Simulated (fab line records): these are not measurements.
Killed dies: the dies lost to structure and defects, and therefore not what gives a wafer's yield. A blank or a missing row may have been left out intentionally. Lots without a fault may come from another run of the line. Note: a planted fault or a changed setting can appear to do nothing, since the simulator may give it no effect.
fab line records    flow nand_harc
[record] lots = 13  wafers = 39  last_day = 24
route steps=1159 shown P_BONDPAD@353 END@1159
lots with no fault: from the same line, run without faults
start_h: hours from the record's first day to the start of the lot's first wafer shown    wait_h: hours elapsed since this lot's preceding step    " repeats the value in the row above    L1.1+2: several wafers, shown together as one row    - no value, or no start given    * or withheld: withheld    < > ~ a bound
route shown NAME@n: names a module that has steps shown in the file, with the first one's number in the route    usual: the fault-free wafers' mean and standard deviation    same: alike in all rows    chamber/n: place in a boat    sites: per-site readings    _std_site: standard deviation of those values    _edge_site: the outer-site mean with the inner-site mean subtracted    radius_mm: how far each site lies from the wafer's centre    mask NAME#n: copy n    behind: tool/chamber where the wafer was last shaped    hold: reason for holding the lot/hours on hold/outcome of the hold    device: names the non-switching transistor (n, p or np)    end of line: tests run on the same wafers once the route is complete    step lacking rows: just its recipe    killed: not the wafer's yield, but the dies lost to structure and defects at the first sort    map: per-die view of a wafer (x killed, . not killed, _ where there is no die)
set.NAME: the setting as run; set.NAME@STEP: as run at that earlier step    model.NAME: the simulator's own value behind a step, which no gauge read
route steps across a sampled set of lots; one table per step, one row per wafer
services: a tool's chamber out of use, with start hour (start_h, from the record's first day; less than 0 if before it), hours out, and reason
[[steps]]
[step NHARC_P_BONDPAD_THK_MEAS_33]
[recipe] thk_meas_gauge = ellipsometry
[usual] thk_nm = 200.2/1.4
lot.wafer  tool           chamber  start_h  wait_h  thk_nm
L718.1     film_metro-02  -        118.43   0.2     198.9
L718.3     "              -        "        "       200.7
L718.5     "              -        "        "       200.7
L719.1     film_metro-01  -        137.84   0.2     199.2
L719.2     "              -        "        "       199.4
L719.3     "              -        "        "       196.1
L722.1     film_metro-01  -        151.85   0.2     201.4
L722.4     "              -        "        "       199.9
L722.6     "              -        "        "       201.8
L721.1     film_metro-01  -        152.67   0.1     200.1
L721.2     "              -        "        "       199.5
L721.3     "              -        "        "       200.5
L724.1     film_metro-01  -        160.89   0.2     200.4
L724.4     "              -        "        "       201.2
L724.5     "              -        "        "       199.1
L723.3     film_metro-01  -        162.08   0.2     203.6
L723.4     "              -        "        "       200.6
L723.6     "              -        "        "       201.0
L726.2     film_metro-02  -        171.18   0.2     201.8
L726.5     "              -        "        "       199.4
L726.6     "              -        "        "       203.0
L725.1     film_metro-02  -        174.61   0.2     197.7
L725.2     "              -        "        "       197.2
L725.4     "              -        "        "       200.0
L727.4     film_metro-02  -        189.74   0.2     201.4
L727.5     "              -        "        "       200.6
L727.6     "              -        "        "       197.6
L734.4     film_metro-01  -        232.22   0.2     199.4
L734.5     "              -        "        "       199.0
L734.6     "              -        "        "       201.5
L737.1     film_metro-01  -        243.10   0.2     200.5
L737.2     "              -        "        "       200.6
L737.3     "              -        "        "       198.3
L738.1     film_metro-01  -        248.80   0.2     197.2
L738.2     "              -        "        "       199.4
L738.3     "              -        "        "       198.9
L739.3     film_metro-02  -        263.00   0.2     203.4
L739.4     "              -        "        "       201.1
L739.6     "              -        "        "       201.5
[step NHARC_P_BONDPAD_CD_MEAS_09]
[recipe] target_cd_nm = 500  landing_energy_ev = 500
[usual] cd_nm = 501.0/2.6
lot.wafer  tool       chamber  start_h  wait_h  cd_nm
L718.1     cd_sem-01  0        118.99   -       501.4
L718.3     "          0        "        "       500.4
L718.5     "          0        "        "       501.5
L719.1     cd_sem-02  0        138.41   -       501.6
L719.2     "          0        "        "       506.1
L719.3     "          0        "        "       503.1
L722.1     cd_sem-03  0        152.29   -       505.9
L722.4     "          0        "        "       506.6
L722.6     "          0        "        "       503.2
L721.1     cd_sem-03  0        153.24   -       500.9
L721.2     "          0        "        "       498.7
L721.3     "          0        "        "       503.4
L724.1     cd_sem-02  0        161.47   -       499.9
L724.4     "          0        "        "       501.5
L724.5     "          0        "        "       499.9
L723.3     cd_sem-01  0        162.66   -       499.4
L723.4     "          0        "        "       503.4
L723.6     "          0        "        "       499.2
L726.2     cd_sem-01  0        171.77   -       503.6
L726.5     "          0        "        "       503.2
L726.6     "          0        "        "       500.3
L725.1     cd_sem-02  0        175.19   -       498.0
L725.2     "          0        "        "       503.8
L725.4     "          0        "        "       501.3
L727.4     cd_sem-03  0        190.31   -       502.9
L727.5     "          0        "        "       501.9
L727.6     "          0        "        "       497.8
L734.4     cd_sem-03  0        232.80   -       498.8
L734.5     "          0        "        "       504.0
L734.6     "          0        "        "       499.0
L737.1     cd_sem-01  0        243.54   -       503.2
L737.2     "          0        "        "       499.9
L737.3     "          0        "        "       504.2
L738.1     cd_sem-03  0        249.23   -       501.0
L738.2     "          0        "        "       495.6
L738.3     "          0        "        "       500.6
L739.3     cd_sem-01  0        263.44   -       503.4
L739.4     "          0        "        "       495.7
L739.6     "          0        "        "       501.8
[step NHARC_P_BONDPAD_PVD_17]
[recipe] target_thk_a = 50  bias_v = 168.6  power_w = 15000  chamber_pressure_pa = 0.12  time_s = 8.06  substrate_temp_c = 50  material = TaN
[usual] throttle_valve_pct = 30.0/0.84  time_s = 8.06/0
lot.wafer  tool            chamber  start_h  wait_h  throttle_valve_pct  time_s
L718.3     pvd_sputter-01  -        120.28   -       30.1                8.06
L718.1     "               -        "        "       30.4                8.06
L718.5     "               -        "        "       31.7                8.06
L719.3     pvd_sputter-02  -        139.67   -       30.5                8.06
L719.1     "               -        "        "       29.7                8.06
L719.2     "               -        "        "       29.0                8.06
L722.1     pvd_sputter-02  -        153.75   -       29.6                8.06
L722.4     "               -        "        "       30.5                8.06
L722.6     "               -        "        "       29.1                8.06
L721.2     pvd_sputter-01  -        154.64   -       30.3                8.06
L721.1     "               -        "        "       30.1                8.06
L721.3     "               -        "        "       31.7                8.06
L724.1     pvd_sputter-02  -        162.73   -       29.0                8.06
L724.4     "               -        "        "       29.6                8.06
L724.5     "               -        "        "       29.8                8.06
L723.3     pvd_sputter-02  -        163.91   -       29.0                8.06
L723.4     "               -        "        "       29.7                8.06
L723.6     "               -        "        "       29.5                8.06
L726.2     pvd_sputter-03  -        173.19   -       30.4                8.06
L726.6     "               -        "        "       30.2                8.06
L726.5     "               -        "        "       28.8                8.06
L725.4     pvd_sputter-02  -        176.47   -       30.3                8.06
L725.1     "               -        "        "       28.9                8.06
L725.2     "               -        "        "       29.7                8.06
L727.4     pvd_sputter-03  -        191.60   -       30.5                8.06
L727.5     "               -        "        "       30.1                8.06
L727.6     "               -        "        "       30.2                8.06
L734.4     pvd_sputter-03  -        234.17   -       28.8                6.7027
L734.5     "               -        "        "       29.1                8.06
L734.6     "               -        "        "       30.6                8.06
L737.1     pvd_sputter-01  -        245.19   -       32.8                8.06
L737.3     "               -        "        "       29.5                8.06
L737.2     "               -        "        "       29.4                8.06
L738.2     pvd_sputter-02  -        250.55   -       29.4                8.06
L738.1     "               -        "        "       30.3                8.06
L738.3     "               -        "        "       30.5                8.06
L739.4     pvd_sputter-01  -        264.73   -       32.7                8.06
L739.3     "               -        "        "       29.4                8.06
L739.6     "               -        "        "       29.4                8.06
[step NHARC_P_BONDPAD_INSPECT_23]
[usual] raw_defect_count = 345/120
lot.wafer  tool               chamber  start_h  wait_h  raw_defect_count
L718.1     defect_inspect-01  -        121.76   0.0     464
L718.3     "                  -        "        "       595
L718.5     "                  -        "        "       342
L719.1     defect_inspect-01  -        141.17   0.0     772
L719.2     "                  -        "        "       359
L719.3     "                  -        "        "       333
L722.1     defect_inspect-01  -        155.25   0.0     246
L722.4     "                  -        "        "       240
L722.6     "                  -        "        "       204
L721.1     defect_inspect-01  -        156.13   0.0     302
L721.2     "                  -        "        "       422
L721.3     "                  -        "        "       291
L724.1     defect_inspect-01  -        164.23   0.0     302
L724.4     "                  -        "        "       358
L724.5     "                  -        "        "       292
L723.3     defect_inspect-01  -        165.43   0.0     199
L723.4     "                  -        "        "       222
L723.6     "                  -        "        "       354
L726.2     defect_inspect-02  -        174.68   0.0     376
L726.5     "                  -        "        "       379
L726.6     "                  -        "        "       297
L725.1     defect_inspect-01  -        177.95   0.0     419
L725.2     "                  -        "        "       189
L725.4     "                  -        "        "       345
L727.4     defect_inspect-01  -        193.18   0.0     404
L727.5     "                  -        "        "       329
L727.6     "                  -        "        "       450
L734.4     defect_inspect-01  -        235.68   0.0     566
L734.5     "                  -        "        "       390
L734.6     "                  -        "        "       801
L737.1     defect_inspect-01  -        246.73   0.0     248
L737.2     "                  -        "        "       245
L737.3     "                  -        "        "       310
L738.1     defect_inspect-02  -        252.18   0.0     295
L738.2     "                  -        "        "       251
L738.3     "                  -        "        "       369
L739.3     defect_inspect-01  -        266.23   0.0     443
L739.4     "                  -        "        "       688
L739.6     "                  -        "        "       263
[step NHARC_END_SORT_01]
[recipe] temp_c = 25
[usual] defect_limited_yield = 95.3/1.6  killed_at_array = 28/11  killed_at_other = 0.5/0.87  killed_at_periphery = 2.9/2.2  killed_dies = 32/11  killed_open = 3.2/1.9  killed_short = 1.8/1.4  sort_bin_2_pct = 1.5/0.62  sort_bin_3_pct = 0.22/0.18  sort_bin_4_pct = 3.0/1.1  sort_n_pass = 645/11  sort_rim_yield_pct = 96.1/2.4  sort_yield_pct = 95.3/1.6
[same] gross_dies = 677  sort_bin_5_pct[%] = 0  sort_bin_6_pct[%] = 0  sort_bin_7_pct[%] = 0  sort_bin_8_pct[%] = 0  sort_rim_n_gross = 106.00
lot.wafer  tool       chamber  start_h  wait_h  defect_limited_yield[%]  killed_at_array  killed_at_other  killed_at_periphery  killed_dies  killed_open  killed_short  sort_bin_2_pct[%]  sort_bin_3_pct[%]  sort_bin_4_pct[%]  sort_n_pass  sort_rim_yield_pct[%]  sort_yield_pct[%]
L718.1     prober-02  0        429.60   2.5     95.7                     25               0                4                    29           7            1             1.2                0.15               3.0                648          95.3                   95.7
L718.3     prober-02  0        431.21   3.1     95.6                     28               2                0                    30           1            0             2.1                0.15               2.2                647          93.4                   95.6
L718.5     prober-02  0        432.81   3.7     95.9                     26               1                1                    28           2            2             1.8                0.15               2.2                649          99.1                   95.9
L719.1     prober-01  0        447.44   2.5     95.0                     29               2                3                    34           4            5             1.3                0.15               3.5                643          93.4                   95.0
L719.2     prober-01  0        448.24   2.8     97.0                     17               0                3                    20           1            1             1.3                0.15               1.5                657          98.1                   97.0
L719.3     prober-01  0        449.05   3.1     96.0                     22               0                5                    27           4            3             1.3                0.15               2.5                650          92.5                   96.0
L722.1     prober-02  0        456.23   2.5     97.9                     11               1                2                    14           2            2             0.3                0.15               1.6                663          97.2                   97.9
L722.4     prober-02  0        458.63   3.4     97.6                     11               2                3                    16           0            2             0.7                0                  1.6                661          95.3                   97.6
L722.6     prober-02  0        460.23   4.0     97.5                     13               0                4                    17           4            0             0.7                0                  1.8                660          96.2                   97.5
L721.1     prober-01  0        456.29   2.5     96.3                     22               0                3                    25           4            0             1.0                0                  2.7                652          99.1                   96.3
L721.2     prober-01  0        457.08   2.8     96.0                     25               0                2                    27           4            1             0.9                0.15               3.0                650          98.1                   96.0
L721.3     prober-01  0        457.87   3.1     96.8                     19               0                3                    22           3            0             1.0                0.15               2.1                655          97.2                   96.8
L726.2     prober-02  0        476.33   2.8     96.6                     22               1                0                    23           0            1             1.6                0                  1.8                654          94.3                   96.6
L726.5     prober-02  0        478.73   3.7     95.9                     24               0                4                    28           8            1             0.3                0.15               3.7                649          91.5                   95.9
L726.6     prober-02  0        479.53   4.0     95.1                     33               0                0                    33           3            0             1.5                0.15               3.2                644          100.0                  95.1
L724.1     prober-02  0        483.48   2.5     94.1                     34               3                3                    40           5            1             1.9                0.15               3.8                637          93.4                   94.1
L724.4     prober-02  0        485.92   3.4     93.2                     38               3                5                    46           6            4             1.5                0.15               5.2                631          93.4                   93.2
L724.5     prober-02  0        486.73   3.8     94.7                     30               3                3                    36           5            2             1.8                0.30               3.2                641          97.2                   94.7
L723.3     prober-01  0        485.09   3.1     96.6                     20               0                3                    23           3            3             0.6                0.30               2.5                654          95.3                   96.6
L723.4     prober-01  0        485.90   3.4     96.9                     21               0                0                    21           3            2             0.6                0                  2.5                656          100.0                  96.9
L723.6     prober-01  0        487.52   4.1     95.3                     27               0                5                    32           7            4             1.6                0.44               2.7                645          95.3                   95.3
L725.1     prober-01  0        492.94   2.4     94.1                     36               1                3                    40           2            0             2.2                0.15               3.5                637          97.2                   94.1
L725.2     prober-01  0        493.74   2.7     95.9                     28               0                0                    28           2            2             1.0                0.15               3.0                649          94.3                   95.9
L725.4     prober-01  0        495.33   3.4     94.8                     33               0                2                    35           2            1             2.1                0.30               2.8                642          99.1                   94.8
L727.4     prober-01  0        510.89   3.4     94.7                     27               0                9                    36           4            0             1.2                0.44               3.7                641          90.6                   94.7
L727.5     prober-01  0        511.67   3.6     95.4                     20               0                11                   31           6            0             1.2                0.30               3.1                646          96.2                   95.4
L727.6     prober-01  0        512.46   3.9     96.8                     20               0                2                    22           2            1             0.7                0                  2.5                655          98.1                   96.8
L734.4     prober-02  0        545.45   3.5     93.4                     41               1                3                    45           2            5             2.4                0.44               3.8                632          96.2                   93.4
L734.5     prober-02  0        546.26   3.8     92.8                     39               2                8                    49           4            2             2.8                0.30               4.1                628          96.2                   92.8
L734.6     prober-02  0        547.08   4.1     93.9                     36               1                4                    41           3            0             2.1                0.15               3.8                636          99.1                   93.9
L737.1     prober-01  0        550.75   2.5     94.5                     37               0                0                    37           1            0             1.5                0.30               3.7                640          99.1                   94.5
L737.2     prober-01  0        551.56   2.8     91.7                     53               0                3                    56           1            4             2.2                0.44               5.6                621          89.6                   91.7
L737.3     prober-01  0        552.36   3.1     92.3                     52               0                0                    52           5            1             2.5                0.30               4.9                625          94.3                   92.3
L738.1     prober-02  0        550.92   2.5     95.4                     29               0                2                    31           1            1             1.0                0                  3.5                646          98.1                   95.4
L738.2     prober-02  0        551.72   2.8     96.3                     18               0                7                    25           0            2             0.7                0.15               2.8                652          96.2                   96.3
L738.3     prober-02  0        552.52   3.1     95.3                     19               0                13                   32           4            1             1.5                0.15               3.1                645          96.2                   95.3
L739.3     prober-01  0        571.12   3.1     96.0                     23               0                4                    27           8            0             0.9                0.15               3.0                650          98.1                   96.0
L739.4     prober-01  0        571.91   3.4     96.9                     18               1                2                    21           4            0             0.9                0.15               2.1                656          95.3                   96.9
L739.6     prober-01  0        573.49   3.9     95.7                     24               2                3                    29           5            0             0.9                0.15               3.2                648          97.2                   95.7
// killed by level:class
L718.1 A_SLIT:chamber_film_flake=16 P_M0:geometric_particle:open=3 A_CONTACT:geometric_particle:open=2 A_CONTACT:chamber_film_flake=2 P_GATE:geometric_particle:short=1 A_CHANNEL_FILL_D1:geometric_particle:open=1 A_SGD_CUT:geometric_particle:open=1 A_ZERO_WELL:chamber_film_flake=1
L718.3 A_SLIT:chamber_film_flake=20 A_CHANNEL_HOLE_D1:chamber_film_flake=3 A_CONTACT:chamber_film_flake=2 THIN_TSV:chamber_film_flake=2 A_SOURCE_PLATE:geometric_particle:open=1 A_ZERO_WELL:chamber_film_flake=1 A_WL_FILL:chamber_film_flake=1
L718.5 A_SLIT:chamber_film_flake=18 A_CONTACT:chamber_film_flake=3 A_WL_FILL:geometric_particle:short=2 A_CHANNEL_HOLE_D1:chamber_film_flake=2 P_M1:geometric_particle:open=1 A_WL_FILL:geometric_particle:open=1 THIN_TSV:chamber_film_flake=1
L719.1 A_SLIT:chamber_film_flake=7 A_WL_FILL:chamber_film_flake=5 A_CHANNEL_HOLE_D1:chamber_film_flake=4 A_CONTACT:chamber_film_flake=4 A_ONON_D1:geometric_particle:short=2 A_ZERO_WELL:chamber_film_flake=2 P_CONTACT:geometric_particle:open=1 P_M1:geometric_particle:open=1
L719.2 A_SLIT:chamber_film_flake=7 P_ZERO_WELL:chamber_film_flake=3 A_CONTACT:chamber_film_flake=3 A_WL_FILL:chamber_film_flake=2 A_SGD_CUT:geometric_particle:short=1 A_BLC:geometric_particle:open=1 A_CHANNEL_HOLE_D1:chamber_film_flake=1 A_CHANNEL_FILL_D1:chamber_film_flake=1
L719.3 A_SLIT:chamber_film_flake=7 A_CONTACT:chamber_film_flake=3 A_ZERO_WELL:chamber_film_flake=2 A_STAIRCASE:chamber_film_flake=2 A_SGD_CUT:chamber_film_flake=2 P_GATE:geometric_particle:short=1 P_GATE:geometric_particle:open=1 P_CONTACT:geometric_particle:open=1
L722.1 A_CONTACT:chamber_film_flake=5 A_CHANNEL_HOLE_D1:chamber_film_flake=2 A_ONON_D1:geometric_particle:short=1 A_WL_FILL:geometric_particle:short=1 A_CONTACT:geometric_particle:open=1 A_M0:geometric_particle:open=1 P_M1:chamber_film_flake=1 P_M2:chamber_film_flake=1
L721.1 A_CHANNEL_HOLE_D1:chamber_film_flake=17 P_GATE:geometric_particle:open=1 A_SOURCE_PLATE:geometric_particle:open=1 A_WL_FILL:geometric_particle:open=1 A_CONTACT:geometric_particle:open=1 P_ZERO_WELL:chamber_film_flake=1 P_M2:chamber_film_flake=1 A_STAIRCASE:chamber_film_flake=1
L721.2 A_CHANNEL_HOLE_D1:chamber_film_flake=19 A_STAIRCASE:chamber_film_flake=2 P_M0:geometric_particle:open=1 P_M0:geometric_particle:short=1 A_ONON_D1:geometric_particle:open=1 A_M0:geometric_particle:open=1 A_M1:geometric_particle:open=1 A_ZERO_WELL:chamber_film_flake=1
L721.3 A_CHANNEL_HOLE_D1:chamber_film_flake=15 P_GATE:geometric_particle:open=1 P_CONTACT:geometric_particle:open=1 A_CONTACT:geometric_particle:open=1 P_M2:chamber_film_flake=1 A_CHANNEL_FILL_D1:chamber_film_flake=1 A_WL_FILL:chamber_film_flake=1 A_CONTACT:chamber_film_flake=1
L722.4 A_CONTACT:chamber_film_flake=4 P_BONDPAD:chamber_film_flake=2 A_ZERO_WELL:chamber_film_flake=2 A_CHANNEL_HOLE_D1:chamber_film_flake=2 A_SGD_CUT:geometric_particle:short=1 A_CONTACT:geometric_particle:short=1 P_M2:chamber_film_flake=1 A_SLIT:chamber_film_flake=1
L722.6 A_CONTACT:chamber_film_flake=5 A_CHANNEL_HOLE_D1:chamber_film_flake=3 P_GATE:geometric_particle:open=1 P_M0:geometric_particle:open=1 A_ONON_D1:geometric_particle:open=1 A_M1:geometric_particle:open=1 P_ZERO_WELL:chamber_film_flake=1 P_M2:chamber_film_flake=1
L726.2 A_SLIT:chamber_film_flake=9 A_CHANNEL_HOLE_D1:chamber_film_flake=5 A_CONTACT:chamber_film_flake=5 A_CHANNEL_FILL_D1:geometric_particle:short=1 A_CHANNEL_FILL_D1:chamber_film_flake=1 A_STAIRCASE:chamber_film_flake=1 THIN_TSV:chamber_film_flake=1
L726.5 A_SLIT:chamber_film_flake=8 A_CONTACT:chamber_film_flake=5 A_CHANNEL_HOLE_D1:chamber_film_flake=4 P_CONTACT:geometric_particle:open=3 A_WL_FILL:geometric_particle:open=2 A_STAIRCASE:chamber_film_flake=2 P_GATE:geometric_particle:open=1 A_CHANNEL_FILL_D1:geometric_particle:open=1
L726.6 A_SLIT:chamber_film_flake=14 A_CONTACT:chamber_film_flake=8 A_STAIRCASE:chamber_film_flake=6 A_CONTACT:geometric_particle:open=2 A_CHANNEL_HOLE_D1:chamber_film_flake=2 A_WL_FILL:geometric_particle:open=1
L724.1 A_SLIT:chamber_film_flake=12 A_CHANNEL_HOLE_D1:chamber_film_flake=11 THIN_TSV:chamber_film_flake=3 A_M0:geometric_particle:open=2 A_ZERO_WELL:chamber_film_flake=2 A_CHANNEL_FILL_D1:chamber_film_flake=2 A_STAIRCASE:chamber_film_flake=2 P_M0:geometric_particle:open=1
L723.3 A_SLIT:chamber_film_flake=8 A_CHANNEL_HOLE_D1:chamber_film_flake=2 A_STAIRCASE:chamber_film_flake=2 A_BLC:chamber_film_flake=2 P_CONTACT:geometric_particle:open=1 P_CONTACT:geometric_particle:short=1 A_ONON_D1:geometric_particle:short=1 A_SGD_CUT:geometric_particle:open=1
L723.4 A_SLIT:chamber_film_flake=9 A_CHANNEL_HOLE_D1:chamber_film_flake=2 A_STAIRCASE:chamber_film_flake=2 A_STAIRCASE:geometric_particle:open=1 A_SGD_CUT:geometric_particle:open=1 A_SGD_CUT:geometric_particle:short=1 A_WL_FILL:geometric_particle:short=1 A_BLC:geometric_particle:open=1
L724.4 A_CHANNEL_HOLE_D1:chamber_film_flake=15 A_SLIT:chamber_film_flake=11 THIN_TSV:chamber_film_flake=3 P_M0:geometric_particle:open=2 A_ZERO_WELL:chamber_film_flake=2 A_STAIRCASE:chamber_film_flake=2 P_GATE:geometric_particle:open=1 P_GATE:geometric_particle:short=1
L724.5 A_CHANNEL_HOLE_D1:chamber_film_flake=13 A_SLIT:chamber_film_flake=9 P_M0:geometric_particle:open=2 A_CONTACT:chamber_film_flake=2 THIN_TSV:chamber_film_flake=2 P_CONTACT:geometric_particle:short=1 A_ONON_D1:geometric_particle:open=1 A_SGD_CUT:geometric_particle:open=1
L723.6 A_SLIT:chamber_film_flake=16 P_CONTACT:geometric_particle:open=3 A_CHANNEL_HOLE_D1:chamber_film_flake=2 A_BLC:chamber_film_flake=2 P_M0:geometric_particle:open=1 P_M2:geometric_particle:open=1 A_ONON_D1:geometric_particle:short=1 A_STAIRCASE:geometric_particle:short=1
L725.1 A_SLIT:chamber_film_flake=16 A_CHANNEL_HOLE_D1:chamber_film_flake=15 A_CONTACT:chamber_film_flake=3 P_STI:geometric_particle:open=1 STARTING-WAFER:geometric_particle:open=1 P_ZERO_WELL:chamber_film_flake=1 P_GATE:chamber_film_flake=1 A_ZERO_WELL:chamber_film_flake=1
L725.2 A_CHANNEL_HOLE_D1:chamber_film_flake=11 A_SLIT:chamber_film_flake=8 A_CONTACT:chamber_film_flake=3 A_ONON_D1:geometric_particle:short=1 A_CHANNEL_HOLE_D1:geometric_particle:open=1 A_CHANNEL_FILL_D1:geometric_particle:short=1 A_M1:geometric_particle:open=1 A_ZERO_WELL:chamber_film_flake=1
L725.4 A_SLIT:chamber_film_flake=15 A_CHANNEL_HOLE_D1:chamber_film_flake=13 P_ZERO_WELL:chamber_film_flake=2 A_WL_FILL:geometric_particle:short=1 A_CONTACT:geometric_particle:open=1 A_BLC:geometric_particle:open=1 A_STAIRCASE:chamber_film_flake=1 A_CONTACT:chamber_film_flake=1
L727.4 A_SLIT:chamber_film_flake=12 A_STAIRCASE:chamber_film_flake=8 P_M2:chamber_film_flake=7 A_CHANNEL_FILL_D1:geometric_particle:open=2 A_CHANNEL_HOLE_D1:chamber_film_flake=2 A_CONTACT:chamber_film_flake=2 P_M0:geometric_particle:open=1 A_CONTACT:geometric_particle:open=1
L727.5 A_SLIT:chamber_film_flake=8 A_CHANNEL_HOLE_D1:chamber_film_flake=6 P_M2:chamber_film_flake=4 P_M0:geometric_particle:open=3 P_STI:chamber_film_flake=2 P_CONTACT:geometric_particle:open=1 A_CHANNEL_FILL_D1:geometric_particle:open=1 A_CONTACT:geometric_particle:open=1
L727.6 A_SLIT:chamber_film_flake=8 A_STAIRCASE:chamber_film_flake=5 A_ONON_D1:geometric_particle:short=1 A_CONTACT:geometric_particle:open=1 A_M0:geometric_particle:open=1 P_STI:chamber_film_flake=1 P_M2:chamber_film_flake=1 A_ZERO_WELL:chamber_film_flake=1
L734.4 A_CHANNEL_HOLE_D1:chamber_film_flake=17 A_SLIT:chamber_film_flake=11 A_STAIRCASE:chamber_film_flake=6 P_GATE:chamber_film_flake=3 A_WL_FILL:geometric_particle:short=2 A_CHANNEL_FILL_D1:geometric_particle:short=1 A_BLC:geometric_particle:open=1 A_BLC:geometric_particle:short=1
L734.5 A_SLIT:chamber_film_flake=14 A_CHANNEL_HOLE_D1:chamber_film_flake=11 A_STAIRCASE:chamber_film_flake=7 P_GATE:chamber_film_flake=4 P_STI:chamber_film_flake=3 A_CONTACT:chamber_film_flake=3 P_CONTACT:geometric_particle:open=1 A_SOURCE_PLATE:geometric_particle:open=1
L734.6 A_CHANNEL_HOLE_D1:chamber_film_flake=16 A_SLIT:chamber_film_flake=14 A_STAIRCASE:chamber_film_flake=4 P_GATE:chamber_film_flake=2 P_GATE:geometric_particle:open=1 P_M2:geometric_particle:open=1 A_BLC:geometric_particle:open=1 A_CONTACT:chamber_film_flake=1
L737.1 A_SLIT:chamber_film_flake=17 A_CHANNEL_HOLE_D1:chamber_film_flake=12 A_CONTACT:chamber_film_flake=3 A_ZERO_WELL:chamber_film_flake=2 A_ONON_D1:geometric_particle:open=1 A_STAIRCASE:chamber_film_flake=1 A_WL_FILL:chamber_film_flake=1
L738.1 A_CHANNEL_HOLE_D1:chamber_film_flake=8 A_CONTACT:chamber_film_flake=8 A_WL_FILL:chamber_film_flake=4 A_CHANNEL_FILL_D1:chamber_film_flake=2 A_STAIRCASE:chamber_film_flake=2 A_SGD_CUT:chamber_film_flake=2 A_CHANNEL_FILL_D1:geometric_particle:open=1 A_WL_FILL:geometric_particle:short=1
L737.2 A_SLIT:chamber_film_flake=19 A_CHANNEL_HOLE_D1:chamber_film_flake=18 A_CONTACT:chamber_film_flake=7 A_STAIRCASE:chamber_film_flake=3 A_CHANNEL_HOLE_D1:geometric_particle:short=2 P_STI:geometric_particle:open=1 A_SLIT:geometric_particle:short=1 A_WL_FILL:geometric_particle:short=1
L738.2 A_CHANNEL_HOLE_D1:chamber_film_flake=6 A_CONTACT:chamber_film_flake=5 P_GATE:chamber_film_flake=3 A_STAIRCASE:chamber_film_flake=3 P_STI:chamber_film_flake=2 P_GATE:geometric_particle:short=1 A_WL_FILL:geometric_particle:short=1 P_ZERO_WELL:chamber_film_flake=1
L737.3 A_SLIT:chamber_film_flake=20 A_CHANNEL_HOLE_D1:chamber_film_flake=20 A_CONTACT:chamber_film_flake=3 A_STAIRCASE:chamber_film_flake=2 A_ONON_D1:geometric_particle:open=1 A_CHANNEL_HOLE_D1:geometric_particle:open=1 A_SGD_CUT:geometric_particle:open=1 A_WL_FILL:geometric_particle:short=1
L738.3 A_CHANNEL_HOLE_D1:chamber_film_flake=7 P_ZERO_WELL:chamber_film_flake=5 P_STI:chamber_film_flake=3 A_STAIRCASE:chamber_film_flake=3 A_WL_FILL:chamber_film_flake=3 A_CONTACT:chamber_film_flake=3 P_M0:geometric_particle:open=2 P_GATE:chamber_film_flake=2
L739.3 A_CHANNEL_HOLE_D1:chamber_film_flake=8 A_CONTACT:chamber_film_flake=4 A_CONTACT:geometric_particle:open=3 P_M0:geometric_particle:open=2 A_STAIRCASE:chamber_film_flake=2 A_CHANNEL_FILL_D1:geometric_particle:open=1 A_WL_FILL:geometric_particle:open=1 A_M0:geometric_particle:open=1
L739.4 A_CHANNEL_HOLE_D1:chamber_film_flake=9 A_CONTACT:chamber_film_flake=4 A_STAIRCASE:chamber_film_flake=2 P_GATE:geometric_particle:open=1 A_CHANNEL_FILL_D1:geometric_particle:open=1 A_SGD_CUT:geometric_particle:open=1 A_M0:geometric_particle:open=1 P_GATE:chamber_film_flake=1
L739.6 A_CONTACT:chamber_film_flake=11 A_STAIRCASE:chamber_film_flake=4 A_CHANNEL_HOLE_D1:chamber_film_flake=3 A_CONTACT:geometric_particle:open=2 A_WL_FILL:chamber_film_flake=2 P_CONTACT:geometric_particle:open=1 A_M0:geometric_particle:open=1 THIN_TSV:geometric_particle:open=1
[[services]]
tool            chamber  start_h  hours  kind
pvd_sputter-03  -        153.96   10.0   pm
pvd_sputter-01  -        172.68   3.9    repair
pvd_sputter-01  -        176.60   10.0   pm
pvd_sputter-03  -        179.79   0.5    repair
pvd_sputter-01  -        199.13   3.9    repair
pvd_sputter-02  -        214.00   10.0   pm
pvd_sputter-03  -        216.07   5.1    repair
[[key]]
[first_sign] step = NHARC_P_BONDPAD_PVD_17  reading = time_s  direction = down  sigmas = 99+  usual = *  struck = *
effect none on later readings
met_at NHARC_P_BONDPAD_PVD_17
struck_lots L734
struck_wafers L734.4
not_acting_at NHARC_P_BONDPAD_THK_MEAS_33,NHARC_P_BONDPAD_CD_MEAS_09,NHARC_P_BONDPAD_INSPECT_23
onset_between 191.60 234.17
[fault] kind = process_parameter_drift  tool = pvd_sputter-03  chamber = -  onset_h = 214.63  steps = NHARC_P_BONDPAD_PVD_17  channel = time_s  offset = *  shape = step  end_h = 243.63  scope = struck_wafers_only  acts_in = *  stated = *
